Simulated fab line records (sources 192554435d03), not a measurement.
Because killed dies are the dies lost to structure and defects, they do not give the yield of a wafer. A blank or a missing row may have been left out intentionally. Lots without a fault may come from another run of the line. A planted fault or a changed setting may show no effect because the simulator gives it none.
A lot that was struck, set against a sound lot / flow n5 finfet / 38 out of 1938 route steps
Sound: wafers L235.4, L235.5, L235.6. Struck: wafer L247.3 (left out: L247.2, a lot-mate that was not struck); the cause follows at the end.
Each step with rows lists, per side, the tool, then ch with its chambers, then its first start. Under that, the readings that differ: sound wafers / struck wafers / difference of the means / sigmas: that difference in standard deviations of wafers without a fault.
alike: readings with means less than 2 such deviations apart, plus words and numbers identical on both sides. not compared: withheld readings, readings lacking a value on some wafer, bounds such as >300 that could conceal the same value, and numbers that have no deviation in the record and whose values overlap.
Wherever a step has rows on one side only, a row that says differs or no value, or a row with sigmas, the two part there. When numbers do not overlap yet have no deviation, they are printed without sigmas and do not part them. A reading missing from all wafers of one side parts the sides only when that side holds two or more wafers.

first, 9 steps without rows for these wafers: N5_SDB_CMP_30 (polishes, stops on poly-Si, t overpolish 1.54 s, target thk 30 nm); N5_DUMMY_REMOVAL_HM_STRIP_01 (strips SiNx in CH3F/O2, stops on poly-Si, target depth 4 nm, time 6.8 s); N5_DUMMY_REMOVAL_STRIP_10 (strips in N2/H2, time 40 s); N5_DUMMY_REMOVAL_PRECLEAN_07 (cleans in dHF, time 30 s); N5_DUMMY_REMOVAL_DUMMY_REMOVE_02 (chemistry TMAH, target poly-Si, stops on SiO2, target depth 142 nm, time 57 s, rinse time 30 s); N5_DUMMY_REMOVAL_PRECLEAN_08 (cleans in NF3:NH3, afs cycles 2, time 20 s, sublimation time 60 s); N5_DUMMY_REMOVAL_PRECLEAN_04 (cleans in DHF, time 37 s); N5_DUMMY_REMOVAL_SRD_05 (time 30 s); N5_HKMG_FIN_IL_REGROW_00 (material SiO2, chemistry O3, target thk 0.75 nm, time 30 s).
N5_HKMG_FIN_HK_ALD_01: deposits HfO2, target thk 1.6 nm, pulse time 3 s, purge time 3 s.
  sound on ald hk-03 ch 1,2,3, day 5 17:56; struck on ald hk-03 ch 0, day 8 16:26
reading=ald cycles; sound=30 30 30; struck=40; difference=+10; sigmas=
reading=model.HfO2_of_HKMG_FIN_HK_ALD_01.thk nm (nm); sound=1.6 1.6 1.6; struck=2.2; difference=+0.6; sigmas=
  alike: precursor pulse height rel
then, 26 steps without rows for these wafers: N5_HKMG_FIN_HK_ANNEAL_02 (time 30 s); N5_HKMG_FIN_ALD_74 (deposits La2O3, target thk 0.5 nm, pulse time 6 s, co reactant pulse time 1 s); N5_HKMG_FIN_ALD_75 (deposits Al2O3, target thk 1 nm, co reactant pulse time 1 s); N5_HKMG_FIN_COAT_41 (time 60 s, resist thk 300 nm); N5_HKMG_FIN_COAT_42 (time 60 s, resist thk 35 nm); N5_HKMG_FIN_COAT_43 (resist thk 90 nm); N5_HKMG_FIN_EBR_45; N5_HKMG_FIN_SOFTBAKE_44 (time 60 s); N5_HKMG_FIN_EXPOSE_46 (exposes mask NDIPOLE); N5_HKMG_FIN_PEB_47 (peb time 60 s); N5_HKMG_FIN_DEVELOP_48 (develop time 30 s); N5_HKMG_FIN_DESCUM_53 (chemistry O2, time 7.9 s); N5_HKMG_FIN_ETCH_54 (etches SiARC in CF4, target depth 45.5 nm, time 75.8 s); N5_HKMG_FIN_ETCH_55 (etches SOC in N2/H2, target depth 240 nm, time 300 s); N5_HKMG_FIN_STRIP_56 (strips in N2/H2); N5_HKMG_FIN_STRIP_57 (strips in CF4); N5_HKMG_FIN_ETCH_58 (etches SOC in N2/H2, target depth 215.8 nm, time 741 s); N5_HKMG_FIN_STRIP_93 (strips SOC in N2/H2, time 20 s); N5_HKMG_FIN_WET_ETCH_76 (etches Al2O3 in dNH4OH, stops on La2O3, target depth 2.25 nm, rinse time 30 s); N5_HKMG_FIN_STRIP_60 (strips in N2/H2, time 360 s); N5_HKMG_FIN_WET_ETCH_77 (etches La2O3 in dHCl, stops on HfO2, target depth 2 nm); N5_HKMG_FIN_WET_ETCH_78 (etches Al2O3 in dNH4OH, stops on La2O3, target depth 4.5 nm, rinse time 30 s); N5_HKMG_FIN_ALD_79 (deposits TiN, target thk 1.5 nm, pulse time 1 s, purge time 3 s); N5_HKMG_FIN_CVD_62 (deposits a-Si from Si2H6, target thk 3 nm, time 20.8 s); N5_HKMG_FIN_RTA_80 (time 2 s); N5_HKMG_FIN_PRECLEAN_64 (cleans in dHF, time 30 s).
N5_HKMG_FIN_THK_MEAS_70: measures by xrf.
  sound on film metro-02, day 5 21:31; struck on film metro-01, day 8 19:56
reading=HK_THK (nm); sound=1.610 1.641 1.640; struck=2.144; difference=+0.514; sigmas=+29
-- the record jumps here: 4 days lie between the struck wafers' starts before and after (it left off in module HKMG_FIN and takes up again in module BEOL_M4, whose first step shown is number 1111 of the route) --
N5_BEOL_M4_RC_MEAS_101:
  sound on prober-01 ch 0, day 10 00:29; struck on prober-02 ch 0, day 13 01:07
reading=EOT_N; sound=10.64 10.72 10.63; struck=11.55; difference=+0.89; sigmas=+10
reading=EOT_P; sound=10.54 10.56 10.51; struck=11.39; difference=+0.85; sigmas=+10
reading=IGATE_N (nA/um); sound=0.0105 0.0094 0.0097; struck=0.0003; difference=-0.0096; sigmas=-6
reading=IGATE_P (nA/um); sound=0.0033 0.0029 0.0030; struck=0.0001; difference=-0.0030; sigmas=-6
reading=ION_N (uA/um); sound=677 672 658; struck=650; difference=-19; sigmas=-2
reading=ION_P (uA/um); sound=469 468 464; struck=451; difference=-16; sigmas=-2
  alike: DIBL_N, DIBL_P, IOFF_N, IOFF_P, SS_N, SS_P, VT_N, VT_P

== WHERE THEY PART ==
First at N5_HKMG_FIN_THK_MEAS_70; last, within this record, at N5_BEOL_M4_RC_MEAS_101.

WHY: the cause the simulator had injected
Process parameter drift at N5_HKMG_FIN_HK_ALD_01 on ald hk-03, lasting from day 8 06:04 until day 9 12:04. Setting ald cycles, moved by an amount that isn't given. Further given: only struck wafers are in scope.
